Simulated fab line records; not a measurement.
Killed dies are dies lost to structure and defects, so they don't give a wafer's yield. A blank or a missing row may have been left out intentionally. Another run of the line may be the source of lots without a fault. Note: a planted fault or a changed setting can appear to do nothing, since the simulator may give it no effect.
A single fault, viewed from 2 desks	flow n5-finfet	every desk sees just its own numbers, and what lay behind them comes last

== TOOL OWNER'S DESK, rie-diel-03 ==
The tool's own readings at N5_BEOL_M3_ETCH_77 (etches underlayer in N2/H2, target depth 6.5 nm, time 5.2 s): means of the sampled wafers that have a number, for each lot that ran on this tool. Any lot whose mean is over 4 standard deviations away from the usual mean is out of limits and marked OUT; that distance is given in the brackets.
Columns: A = drypump-motor-current-A at N5_BEOL_M3_ETCH_77, usual 5.9 A; B = etch-rf-on-time-s at N5_BEOL_M3_ETCH_77, usual 5.20 s; C = oes-product-au at N5_BEOL_M3_ETCH_77, usual 0.64 a.u.; D = rf-vpp-V at N5_BEOL_M3_ETCH_77, usual 523.6 V; E = showerhead-plenum-p-Torr at N5_BEOL_M3_ETCH_77, usual 2.53 Torr; F = throttle-valve-pct at N5_BEOL_M3_ETCH_77, usual 17.83 %
lot	first seen here	A	B	C	D	E	F
L946	day 6 21:26	5.5	5.19	0.62	521.9	2.45	17.89
L947	day 7 12:07	5.9	5.14	0.61	522.4	2.49	17.87
L959	day 10 22:35	5.7	3.38 (-17) OUT	0.80	520.2	2.44	17.97
L962	day 11 05:46	5.7	3.44 (-16) OUT	0.78	520.9	2.44	17.98
This desk finds L959, L962 out of limits, L959 being first, at day 10 22:35 (etch-rf-on-time-s at N5_BEOL_M3_ETCH_77). L946, L947 stayed within limits.

== THE METROLOGY DESK ==
What the gauges read, lot by lot, whatever tool the lot ran on: means of the sampled wafers that have a number. Any lot whose mean is over 4 standard deviations away from the usual mean is out of limits and marked OUT; that distance is given in the brackets. Readings shown: 7 of its 11, picked as those furthest out on some lot.
Columns: A = cd-nm at N5_BEOL_M3_CD_MEAS_28, usual 25.66 nm; B = DIBL_P at N5_BEOL_M4_RC_MEAS_101, usual 36.0 mV/V; C = IOFF_P at N5_BEOL_M4_RC_MEAS_101, usual 0.21 nA/um; D = ION_N at N5_BEOL_M4_RC_MEAS_101, usual 673 uA/um; E = ION_P at N5_BEOL_M4_RC_MEAS_101, usual 462 uA/um; F = SS_P at N5_BEOL_M4_RC_MEAS_101, usual 73.2 mV/dec; G = VT_P at N5_BEOL_M4_RC_MEAS_101, usual -250 mV
lot	first seen here	A	B	C	D	E	F	G
L946	day 6 21:17	25.49	37.2	0.23	682	472	73.6	-248
L947	day 7 11:58	25.84	36.6	0.19	673	456	73.0	-252
L948	day 8 04:35	25.57	38.9	0.29	683	473	73.8	-242
L955	day 9 09:07	25.46	36.2	0.20	682	466	72.9	-250
L959	day 10 22:25	25.70	35.3	0.21	675	468	72.9	-249
L962	day 11 05:36	25.90	35.0	0.20	668	460	73.3	-251
L965	day 11 23:25	25.42	36.2	0.20	670	461	73.3	-251
L966	day 12 03:10	25.63	36.2	0.22	671	463	73.2	-247
L969	day 12 17:51	25.48	34.2	0.19	669	457	73.2	-252
This desk's finding: nothing out of limits on any of the 9 lots.

== PUT TOGETHER ==
At day 10 22:35, on L959, L962, the tool owner's desk was in a position to raise an alarm.
At the metrology desk, nothing out of limits was observed.
The metrology desk holds a record of L959, L962, inside its limits.
Of the lots named, all ran N5_BEOL_M3_ETCH_77 on rie-diel-03.

== WHAT THE SIMULATOR PUT IN ==
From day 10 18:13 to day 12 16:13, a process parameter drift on rie-diel-03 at N5_BEOL_M3_ETCH_77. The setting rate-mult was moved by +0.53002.
Shown lots that were struck: L959, L962.
Time in hours from fault onset to the first out-of-limits reading at each desk: the tool owner's desk, 4.
